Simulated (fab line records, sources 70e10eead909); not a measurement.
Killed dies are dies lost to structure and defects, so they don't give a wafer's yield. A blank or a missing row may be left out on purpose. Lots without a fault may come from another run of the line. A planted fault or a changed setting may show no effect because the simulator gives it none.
fab line records | flow nand_harc
record lots=6 wafers=18 last_day=33
route steps=1302 shown A_CHANNEL_HOLE_D2@577 END@1302
lots that met no fault: from a run of the same line without faults
start_h: hours from the record's first day to the start of the lot's first wafer shown | wait_h: hours since the lot's step before | " the same as in the row above | L1.1+2: a row that stands for several wafers | - no value, or no start given | * or withheld: withheld | < > ~ a bound
route shown NAME@n: a module of which the file shows steps, and the number in the route of the first | usual: mean/standard deviation of fault-free wafers | same: alike in all rows | chamber/n: place in a boat | sites: the reading at each site | _std_site: their standard deviation | _edge_site: outer sites' mean less inner sites' | radius_mm: how far each site lies from the wafer's centre | mask NAME#n: copy n | behind: the tool/chamber that last shaped the wafer | hold: why the lot was held/for how many hours/how that ended | device: the transistor (n, p or np) that didn't switch | end of line: the same wafers' tests at the end of the route | a step without rows: its recipe alone | killed: dies lost to structure and defects at the first sort, not the wafer's yield | map: a wafer's dies, x killed, . not, _ none there
set.NAME: the setting as run; set.NAME@STEP: as run at that earlier step | model.NAME: the simulator's own value behind a step, which no gauge read
lots at some steps of the route; a table a step, a row a wafer
services: from which hour (start_h, from the record's first day; less than 0 if before it) a tool's chamber was out of use, for how many hours, and why
## steps
# step NHARC_A_CHANNEL_HOLE_D2_SOFTBAKE_05
# recipe temp_c=105 time_s=55
# step NHARC_A_CHANNEL_HOLE_D2_EBR_06
# step NHARC_A_CHANNEL_HOLE_D2_EXPOSE_07
# recipe na=1.35 target_cd_nm=100 sigma_outer=0.3 dose_mj=59.65 mask_id=HOLE_D2
# step NHARC_A_CHANNEL_HOLE_D2_PEB_08
# recipe peb_temp_c=100 peb_time_s=65
# step NHARC_A_CHANNEL_HOLE_D2_DEVELOP_09
# recipe develop_time_s=35 dev_temp_c=23
# step NHARC_A_CHANNEL_HOLE_D2_CD_MEAS_10
# recipe target_cd_nm=100 landing_energy_ev=500
# usual cd_nm=100.4/0.53
# columns lot.wafer tool chamber start_h wait_h cd_nm
L240.1 cd_sem-02 0 290.47 - 99.3
L240.2 " 0 " " 100.5
L240.4 " 0 " " 100.1
L241.3 cd_sem-01 0 304.21 - 99.9
L241.4 " 0 " " 100.1
L241.6 " 0 " " 100.2
L250.3 cd_sem-01 0 378.70 - 101.3
L250.4 " 0 " " 100.3
L250.5 " 0 " " 100.7
L252.3 cd_sem-02 0 405.08 - 99.6
L252.4 " 0 " " 99.7
L252.6 " 0 " " 99.7
L258.3 cd_sem-01 0 480.00 - 99.8
L258.5 " 0 " " 100.3
L258.6 " 0 " " 99.6
L259.2 cd_sem-03 0 495.35 - 100.7
L259.3 " 0 " " 100.5
L259.5 " 0 " " 100.3
# step NHARC_A_CHANNEL_HOLE_D2_OVL_MEAS_11
# usual overlay_x_nm=0.2/0.77 overlay_y_nm=0.4/0.86
# columns lot.wafer tool chamber start_h wait_h overlay_x_nm overlay_y_nm
L240.1 overlay-01 - 290.56 - -0.7 0.2
L240.2 " - " " -0.2 0.3
L240.4 " - " " -0.3 0.3
L241.3 overlay-01 - 304.29 - 1.0 0.5
L241.4 " - " " 0.1 -0.3
L241.6 " - " " 1.0 0.0
L250.3 overlay-01 - 378.79 - -0.1 -0.2
L250.4 " - " " -0.9 -0.1
L250.5 " - " " -0.2 0.2
L252.3 overlay-02 - 405.16 - 1.8 0.8
L252.4 " - " " 1.4 0.8
L252.6 " - " " 1.9 0.7
L258.3 overlay-02 - 480.08 - 1.0 -0.3
L258.5 " - " " 1.1 -0.4
L258.6 " - " " 0.6 -0.6
L259.2 overlay-02 - 495.44 - 0.3 1.8
L259.3 " - " " 0.5 1.3
L259.5 " - " " 0.2 1.8
# step NHARC_A_CHANNEL_HOLE_D2_INSPECT_12
# usual raw_defect_count=34/22
# columns lot.wafer tool chamber start_h wait_h raw_defect_count
L240.1 defect_inspect-02 - 290.59 0.0 44
L240.2 " - " " 48
L240.4 " - " " 57
L241.3 defect_inspect-01 - 304.33 0.0 47
L241.4 " - " " 43
L241.6 " - " " 53
L250.3 defect_inspect-02 - 378.82 0.0 8
L250.4 " - " " 9
L250.5 " - " " 7
L252.3 defect_inspect-02 - 405.20 0.0 58
L252.4 " - " " 56
L252.6 " - " " 54
L258.3 defect_inspect-02 - 480.12 0.0 65
L258.5 " - " " 53
L258.6 " - " " 50
L259.2 defect_inspect-01 - 495.47 0.0 19
L259.3 " - " " 26
L259.5 " - " " 17
# step NHARC_A_CHANNEL_HOLE_D2_DESCUM_15
# recipe time_s=3 o2_flow_sccm=200 ar_flow_sccm=0 bias_power_w=0 chemistry=O2
# usual drypump_motor_current_A=5.6/0.45 oes_product_au=0.999/0.012 rf_vpp_V=57.7/0.87 showerhead_plenum_p_Torr=1.90/0.089 throttle_valve_pct=11.312/0.0089
# columns lot.wafer tool chamber start_h wait_h drypump_motor_current_A oes_product_au rf_hours_counter_h rf_vpp_V showerhead_plenum_p_Torr throttle_valve_pct
L240.1 rie_diel-12 2 290.65 0.1 4.6 1.018 1.7 56.9 1.98 11.308
L240.2 " 1 " " 5.9 1.007 1.6 59.0 1.92 11.314
L240.4 " 3 " " 5.1 0.996 - 58.6 1.89 11.301
L241.4 rie_diel-12 3 304.39 0.1 5.1 0.988 2.7 57.2 1.89 11.308
L241.3 " 0 " " 5.5 0.997 1.8 57.5 2.05 11.298
L241.6 " 0 " " 5.5 1.007 - 58.1 2.05 11.324
L250.4 rie_diel-02 0 378.89 0.1 5.7 0.999 8.1 56.7 2.00 11.311
L250.3 " 1 " " 5.7 1.000 8.6 57.8 1.88 11.310
L250.5 " 0 " " 5.7 1.010 - 59.0 2.00 11.306
L252.3 rie_diel-12 0 405.28 0.1 5.6 1.008 6.2 58.8 2.05 11.295
L252.4 " 1 " " 5.9 1.011 7.5 58.1 1.92 11.295
L252.6 " 3 " " 5.1 0.989 - 57.3 1.89 11.309
L258.3 rie_diel-12 3 480.18 0.1 5.1 1.009 1.1 59.0 1.89 11.311
L258.6 " 3 " " 5.1 0.998 - 56.3 1.89 11.317
L258.5 " 0 " " 5.5 1.015 - 57.6 2.05 11.304
L259.2 rie_diel-12 1 495.53 0.1 5.9 0.999 2.4 56.3 1.92 11.304
L259.3 " 2 " " 4.6 1.010 2.2 59.1 1.97 11.318
L259.5 " 2 " " 4.6 1.013 - 57.7 1.98 11.303
# step NHARC_A_CHANNEL_HOLE_D2_ETCH_38
# recipe target_depth_a=390 over_etch_frac=0.3 time_s=65 ion_energy_ev=80 cf4_flow_sccm=150 ar_flow_sccm=0 rf_w=300 bias_w=100 chemistry=CF4
# usual bias_w=100.0/0.3 drypump_motor_current_A=5.6/0.46 oes_product_au=0.998/0.013 rf_vpp_V=151.2/1.3 run_length_s=86.3/0.41 showerhead_plenum_p_Torr=1.76/0.077 throttle_valve_pct=13.285/0.0099
# columns lot.wafer tool chamber start_h wait_h bias_w drypump_motor_current_A oes_product_au rf_hours_counter_h rf_vpp_V run_length_s showerhead_plenum_p_Torr throttle_valve_pct
L240.2 rie_diel-12 1 290.75 0.1 100.3 5.9 1.009 1.7 151.1 86.1 1.78 13.287
L240.1 " 3 " " 100.0 5.2 0.978 1.7 150.1 86.3 1.75 13.276
L240.4 " 1 " " 100.4 5.9 0.991 - 150.8 86.6 1.78 13.284
L241.3 rie_diel-12 2 304.47 0.1 99.9 4.6 1.031 2.8 152.0 86.0 1.82 13.284
L241.4 " 0 " " 99.7 5.5 1.009 1.8 151.0 86.3 1.88 13.296
L241.6 " 2 " " 100.1 4.7 1.024 - 151.8 86.1 1.82 13.280
L250.4 rie_diel-02 0 378.97 0.1 100.2 5.7 1.009 8.1 151.1 85.6 1.84 13.288
L250.3 " 1 " " 99.8 5.7 0.997 8.6 149.9 86.3 1.74 13.307
L250.5 " 3 " " 99.9 5.8 0.996 - 150.4 86.3 1.68 13.274
L252.4 rie_diel-12 3 405.35 0.1 100.1 5.1 0.991 6.6 151.0 86.5 1.75 13.272
L252.3 " 1 " " 99.9 5.9 0.996 7.6 151.2 86.4 1.77 13.293
L252.6 " 3 " " 99.5 5.1 0.988 - 150.8 86.1 1.75 13.287
L258.3 rie_diel-12 3 480.27 0.1 99.9 5.1 1.005 1.1 151.3 86.6 1.75 13.303
L258.5 " 2 " " 99.9 4.6 1.015 - 151.2 86.5 1.82 13.272
L258.6 " 3 " " 100.6 5.1 1.011 - 151.2 86.4 1.75 13.283
L259.3 rie_diel-12 0 495.62 0.1 99.5 5.5 1.011 1.9 153.1 86.2 1.88 13.290
L259.2 " 3 " " 100.1 5.1 1.002 1.7 151.5 86.4 1.75 13.291
L259.5 " 1 " " 100.2 5.9 1.004 - 152.5 86.8 1.77 13.269
# step NHARC_A_CHANNEL_HOLE_D2_ETCH_39
# recipe target_depth_a=2600 over_etch_frac=0.3 time_s=325 ion_energy_ev=200 n2_flow_sccm=150 h2_flow_sccm=150 ar_flow_sccm=0 rf_w=400 bias_w=150 chemistry=N2/H2
# usual bias_w=150.0/0.46 drypump_motor_current_A=5.6/0.44 oes_product_au=0.999/0.014 rf_vpp_V=430.4/2.8 run_length_s=346.3/0.4 showerhead_plenum_p_Torr=2.03/0.096 throttle_valve_pct=14.169/0.0095
# columns lot.wafer tool chamber start_h wait_h bias_w drypump_motor_current_A oes_product_au rf_hours_counter_h rf_vpp_V run_length_s showerhead_plenum_p_Torr throttle_valve_pct
L240.1 rie_diel-12 3 - - 150.4 5.1 0.991 1.7 429.8 346.6 2.02 14.153
L240.2 " 1 " " 149.2 5.9 1.010 1.7 431.0 346.0 2.05 14.165
L240.4 " 3 " " 150.7 5.1 0.979 - 431.1 346.4 2.02 14.162
L241.3 rie_diel-12 2 - - 149.7 4.6 1.016 2.9 432.1 346.0 2.11 14.185
L241.4 " 3 " " 150.0 5.1 0.987 2.8 430.2 346.2 2.02 14.171
L241.6 " 0 " " 150.3 5.5 1.007 - 434.0 346.7 2.19 14.158
L250.4 rie_diel-02 0 - - 150.1 5.7 1.020 8.2 432.5 345.8 2.14 14.160
L250.3 " 1 " " 149.9 5.7 1.005 8.7 429.4 346.6 2.00 14.170
L250.5 " 1 " " 150.5 5.7 1.004 - 429.8 346.7 2.00 14.175
L252.4 rie_diel-12 0 - - 149.9 5.5 1.006 6.3 434.0 346.1 2.19 14.168
L252.3 " 3 " " 150.1 5.1 0.987 6.7 429.3 346.9 2.02 14.168
L252.6 " 0 " " 150.8 5.5 1.015 - 435.7 346.3 2.19 14.164
L258.3 rie_diel-12 1 - - 149.6 5.9 1.000 1.6 431.4 346.5 2.04 14.192
L258.6 " 1 " " 149.8 5.9 0.992 - 432.6 346.4 2.04 14.188
L258.5 " 2 " " 150.4 4.6 1.002 - 432.7 346.1 2.11 14.159
L259.3 rie_diel-12 3 - - 149.5 5.1 1.005 1.8 429.8 346.1 2.01 14.169
L259.2 " 0 " " 150.1 5.5 1.022 2.0 434.7 346.1 2.18 14.177
L259.5 " 0 " " 150.2 5.5 1.019 - 434.6 346.4 2.18 14.164
# step NHARC_A_CHANNEL_HOLE_D2_ETCH_34
# recipe target_depth_a=1540 time_s=77 cf4_flow_sccm=100 chf3_flow_sccm=30 ar_flow_sccm=0 rf_w=500 bias_w=200 chemistry=CF4/CHF3
# usual bias_w=199.9/0.48 drypump_motor_current_A=5.6/0.45 oes_product_au=0.955/0.02 rf_vpp_V=370.3/2.6 run_length_s=98.3/0.42 showerhead_plenum_p_Torr=1.57/0.07 throttle_valve_pct=16.804/0.0095
# columns lot.wafer tool chamber start_h wait_h bias_w drypump_motor_current_A oes_product_au rf_hours_counter_h rf_vpp_V run_length_s showerhead_plenum_p_Torr throttle_valve_pct
L240.1 rie_diel-12 1 - - 200.6 5.9 0.965 1.9 371.5 98.4 1.58 16.811
L240.2 " 2 " " 199.6 4.6 0.982 1.9 372.9 98.2 1.62 16.804
L240.4 " 1 " " 200.4 5.9 0.971 - 371.3 98.7 1.58 16.792
L241.3 rie_diel-12 2 - - 199.4 4.6 0.973 2.9 371.6 98.3 1.62 16.810
L241.4 " 0 " " 200.1 5.5 0.949 2.0 372.2 98.4 1.68 16.800
L241.6 " 3 " " 200.1 5.1 0.945 - 370.3 98.5 1.56 16.805
L250.3 rie_diel-02 0 - - 199.7 5.7 0.933 8.3 373.8 98.2 1.64 16.813
L250.4 " 1 " " 199.5 5.7 0.930 8.8 368.6 98.5 1.55 16.797
L250.5 " 3 " " 200.0 5.8 0.907 - 369.4 97.9 1.49 16.818
L252.4 rie_diel-12 0 - - 200.0 5.5 0.977 6.4 375.1 98.2 1.68 16.806
L252.3 " 1 " " 199.9 5.9 0.970 7.8 371.1 98.3 1.58 16.798
L252.6 " 3 " " 200.2 5.1 0.951 - 369.6 98.1 1.56 16.803
L258.3 rie_diel-12 3 - - 200.2 5.1 0.926 1.2 370.3 98.4 1.55 16.816
L258.5 " 3 " " 199.7 5.1 0.936 - 370.0 98.6 1.56 16.805
L258.6 " 0 " " 200.2 5.5 0.933 - 374.9 98.1 1.68 16.811
L259.2 rie_diel-12 0 - - 200.0 5.5 0.987 2.2 373.3 98.1 1.68 16.809
L259.3 " 3 " " 199.8 5.1 0.970 1.9 369.6 98.5 1.56 16.790
L259.5 " 0 " " 199.0 5.5 0.978 - 373.6 98.2 1.68 16.793
# step NHARC_A_CHANNEL_HOLE_D2_ETCH_16
# recipe target_depth_a=31000 over_etch_frac=0.3 time_s=806 ion_energy_ev=150 o2_flow_sccm=400 cos_flow_sccm=20 ar_flow_sccm=0 rf_w=500 bias_w=300 chemistry=O2/COS
# usual bias_w=300.0/0.94 drypump_motor_current_A=5.6/0.44 oes_product_au=0.999/0.013 rf_vpp_V=313.8/2.1 run_length_s=827.3/0.41 showerhead_plenum_p_Torr=3.10/0.14 throttle_valve_pct=28.330/0.0076
# columns lot.wafer tool chamber start_h wait_h bias_w drypump_motor_current_A oes_product_au rf_hours_counter_h rf_vpp_V run_length_s showerhead_plenum_p_Torr throttle_valve_pct
L240.2 rie_diel-12 3 291.27 - 300.9 5.2 0.988 2.0 313.5 827.3 3.09 28.318
L240.1 " 2 " " 298.8 4.6 1.005 2.1 315.1 827.4 3.22 28.312
L240.4 " 1 " " 299.6 5.9 1.008 - 315.2 827.1 3.14 28.332
L241.4 rie_diel-12 0 304.91 - 300.2 5.6 1.007 2.2 318.5 828.0 3.33 28.348
L241.3 " 1 " " 300.9 5.9 1.011 3.1 313.4 827.3 3.13 28.335
L241.6 " 1 " " 299.2 5.9 1.007 - 314.6 827.1 3.13 28.336
L250.4 rie_diel-02 2 379.42 - 300.1 5.8 0.989 8.5 312.6 826.5 2.91 28.334
L250.3 " 1 " " 298.9 5.7 1.002 8.9 313.4 827.7 3.07 28.329
L250.5 " 2 " " 300.1 5.8 0.989 - 310.5 827.1 2.91 28.326
L252.3 rie_diel-12 1 405.78 - 298.2 5.9 1.003 7.9 313.2 827.4 3.13 28.325
L252.4 " 2 " " 300.3 4.6 1.011 6.1 315.6 827.3 3.22 28.339
L252.6 " 1 " " 299.7 5.9 1.007 - 313.8 827.1 3.13 28.339
L258.3 rie_diel-12 2 480.82 - - 4.6 1.013 1.9 315.8 633.8 3.22 28.340
L258.6 " 0 " " 298.0 5.5 1.024 - 315.7 827.2 3.32 28.335
L258.5 " 1 " " - 5.9 0.994 - 314.9 633.9 3.13 28.323
L259.2 rie_diel-12 0 496.12 - 299.8 5.5 1.023 2.3 316.0 827.1 3.32 28.338
L259.3 " 2 " " - 4.6 0.995 2.5 315.4 633.6 3.22 28.325
L259.5 " 3 " " - 5.1 1.002 - 311.6 633.8 3.09 28.316
# step NHARC_A_CHANNEL_HOLE_D2_CD_MEAS_18
# usual cd_nm=99.6/2.4
# columns lot.wafer tool chamber start_h wait_h cd_nm
L240.1 cd_sem-03 - 291.97 - 98.9
L240.2 " - " " 100.3
L240.4 " - " " 98.2
L241.3 cd_sem-02 - 305.50 - 97.9
L241.4 " - " " 98.9
L241.6 " - " " 98.9
L250.3 cd_sem-03 - 380.01 - 97.8
L250.4 " - " " 99.0
L250.5 " - " " 102.1
L252.3 cd_sem-03 - 406.36 - 98.3
L252.4 " - " " 97.0
L252.6 " - " " 99.5
L258.3 cd_sem-03 - 481.29 - 94.3
L258.5 " - " " 100.8
L258.6 " - " " 98.5
L259.2 cd_sem-03 - 496.64 - 102.8
L259.3 " - " " 98.2
L259.5 " - " " 101.2
# step NHARC_END_SORT_01
# recipe temp_c=25
# usual killed_at_array=59/24 killed_at_other=0.7/1.2 killed_at_periphery=3.5/2.6 killed_dies=63/24 killed_open=3.2/2.1 killed_short=2.4/1.5
# same gross_dies=677
# columns lot.wafer tool chamber start_h wait_h killed_at_array killed_at_other killed_at_periphery killed_dies killed_open killed_short
L258.3 prober-01 0 746.83 3.1 441 0 2 443 1 1
L258.5 prober-01 0 748.44 3.7 507 0 2 509 4 3
L259.3 prober-02 0 783.83 3.1 454 2 8 464 4 1
L259.5 prober-02 0 785.42 3.7 487 3 5 495 0 1
# killed by level:class
L258.3 A_CHANNEL_HOLE_D2:area_etch=356 A_CHANNEL_HOLE_D1:chamber_film_flake=36 A_SLIT:chamber_film_flake=25 A_CHANNEL_HOLE_D2:chamber_film_flake=15 A_ZERO_WELL:chamber_film_flake=2 A_DECK1_JOINT:chamber_film_flake=2 A_STAIRCASE:chamber_film_flake=2 P_M0:geometric_particle:open=1
L258.5 A_CHANNEL_HOLE_D2:area_etch=415 A_SLIT:chamber_film_flake=32 A_CHANNEL_HOLE_D1:chamber_film_flake=29 A_CHANNEL_HOLE_D2:chamber_film_flake=18 A_STAIRCASE:chamber_film_flake=3 A_CHANNEL_FILL_D2:geometric_particle:open=2 A_CHANNEL_FILL_D1:chamber_film_flake=2 A_CONTACT:chamber_film_flake=2
L259.3 A_CHANNEL_HOLE_D2:area_etch=412 A_CHANNEL_HOLE_D1:chamber_film_flake=15 A_SLIT:chamber_film_flake=10 A_CONTACT:chamber_film_flake=8 A_STAIRCASE:chamber_film_flake=6 A_M1:geometric_particle:open=2 P_ZERO_WELL:chamber_film_flake=2 P_GATE:chamber_film_flake=2
L259.5 A_CHANNEL_HOLE_D2:area_etch=449 A_CHANNEL_HOLE_D1:chamber_film_flake=12 A_CONTACT:chamber_film_flake=9 A_SLIT:chamber_film_flake=7 P_GATE:chamber_film_flake=3 A_DECK1_JOINT:chamber_film_flake=3 A_STAIRCASE:chamber_film_flake=3 THIN_TSV:chamber_film_flake=3
# map L258.5 (x killed, . not)
____________.____________
_________...x..._________
_______.x.x....x.x_______
______......x......______
_____....xx.xxx....._____
____....xxxxxxx..x...____
____xx...xx.xx......x____
___.....xxx.xxxx....xx___
___.xx.xxx..xxxxxxx.x.___
__..x.xxxxxxxxxxxx.....__
__x.xx.xxxxxxxxxxxxx...__
_..xxxxxxxxxxxxxxxxxx..._
_..xxxxxxxxxxxxxxxx..x.._
_.....xxxxxxxxxxxx.xx..._
_xxxxxxx.xxxxxxxxx.x..x._
_x..xxx.xxxxxxxxxxxxx..x_
.xx.xxxxxxxxxxxxxxxxxxx.x
x.xxxxxxxxx.x.xx.xx.xxxxx
xxxxxx.xxxxxxxxxxxxxxx...
xxxxxxxxxxxxxxxx.xx..xx..
xxxxxxxxxxxxxxxxxxxxx.x..
_xxxxxxxxxxxxxxxx.xxxxxx_
_x.xxxxxxxxxx.xxxxxxxx.._
_xxxxxxxxxxxxxxx.xxxxxx._
_xxxxx.xxxxxxxxxxxxxxx.._
_xxxxxxxxxxxxxx.xxxxxx.._
__xxx.xxxxxxxxxxxxxx.xx__
__.xxxxxxxxxxxxxxxxxxx.__
___x.xxxxx.xxxxxxxxxx.___
___x.xxxxxxxxxxxxxxxx.___
____.xxxx.xxxxxx.xxx.____
____xxx.xxx.x.xxxxxxx____
_____xxxxxx.xxxxxxx._____
______xxxxxxxx.xxxx______
_______xxxxx.xxxxx_______
_________xx.xxxx_________
____________x____________
# map L259.5 (x killed, . not)
____________x____________
_________xxxxxxx_________
_______xxxxxxxxxxx_______
______x..xxxxxxxxxx______
_____xx.xxxxxxxxxxxx_____
____xxxx.xxxxxxxxxxxx____
____xxxxxxxxxxxxxxxxx____
___xxxx.xxxxxxxxxxxxxx___
___.xxxxxxxxxxxxx.xxxx___
__xxxxxxx.xxx.xxxx.xxxx__
__x.xx..xxxxxxxx.xxxxxx__
_xxxxxxxxxxxxxx.x.x.xxxx_
_x.x.x.x..xxxx..xxxxxxxx_
_xxxxxxxxxx.xxxxxxxxxxxx_
_xxx.xxxxx.xx.xx.xxx..xx_
_xxxxxx...x.x..xx.xx.xxx_
.xxxxxxxx.xx....xxxxx..xx
xx.xx.x.....x...x..xx.xxx
xxxx.xxxxxx.x..xx.xx..x..
xxxxxxxxx.xxxxxxxxxxx.xxx
.x.x...xx.xxxxxx.x.x...xx
_.xxxx.xx...xxxxx.x.x..x_
_xxxx.x.xxxxxxxxxxx.xxxx_
_..xx.xxxxxx....xx.xxxxx_
_xxxx...x.....x.xx.xxxxx_
_xxxx..xx.x...x.xxxxx.xx_
__.xx..xxxxx...xx.x.xx.__
__xxxxxxx..xx.x.x.xx.xx__
___.x.xx...xx.xxxxx.xx___
___xxx.....x.xxxxxx.xx___
____.....xxxx.xxx.xx.____
____.....xx.xx.x.xxx.____
_____....xxxx...xxxx_____
______xx.xx.x.xxxx.______
_______x.xxxxxxxx._______
_________xx.xxx._________
____________.____________
## services
# columns tool chamber start_h hours kind
rie_diel-12 - 268.40 9.0 pm
rie_diel-12 0 268.40 9.0 vent_cycle
rie_diel-12 1 268.40 9.0 vent_cycle
rie_diel-12 2 268.40 9.0 vent_cycle
rie_diel-12 3 268.40 9.0 vent_cycle
rie_diel-12 0 277.40 - clean
rie_diel-12 1 277.40 - clean
rie_diel-12 2 277.40 - clean
rie_diel-12 3 277.40 - clean
rie_diel-02 2 277.87 7.5 repair
rie_diel-12 0 290.39 2.9 repair
rie_diel-12 0 301.90 - clean
rie_diel-12 1 301.90 - clean
rie_diel-12 2 301.90 - clean
rie_diel-12 3 301.90 - clean
rie_diel-02 3 318.02 19.0 repair
rie_diel-02 0 340.63 3.5 repair
rie_diel-12 2 347.30 24.0 repair
rie_diel-02 2 389.77 4.3 repair
rie_diel-02 - 393.71 9.0 pm
rie_diel-12 2 438.49 4.6 repair
rie_diel-12 0 443.11 9.1 repair
rie_diel-12 - 445.40 9.0 pm
rie_diel-12 1 472.09 4.2 repair
## key
first_sign step=NHARC_A_CHANNEL_HOLE_D2_ETCH_16 reading=run_length_s direction=down sigmas=99+ usual=* struck=*
effect step=NHARC_END_SORT_01 reading=killed_dies direction=up sigmas=18 usual=63 struck=478
more_kills_born_at NHARC_A_CHANNEL_HOLE_D2_ETCH_16@rie_diel-12=1632
met_at NHARC_A_CHANNEL_HOLE_D2_ETCH_16
struck_wafers L258.3,L258.5,L259.3,L259.5
later_rows_left_out L258.3,L258.5,L259.3,L259.5
tester_left_out L258,L259
onset_between 405.78 480.82
fault kind=process_parameter_drift tool=rie_diel-12 chamber=- onset_h=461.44 steps=NHARC_A_CHANNEL_HOLE_D2_ETCH_16 channel=time_s offset=* shape=step end_h=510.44 scope=struck_wafers_only acts_in=* stated=*
# tester_left_out: of these lots the tester's yield and bins aren't shown, on N5 and GAA mostly nor the transistor test; their killed dies are dies lost to structure and defects alone, not to doping, threshold or leakage, so they don't give the yield
# later_rows_left_out: the simulator's readings of these wafers behind a module that went badly wrong aren't trusted and aren't shown, but for the sort
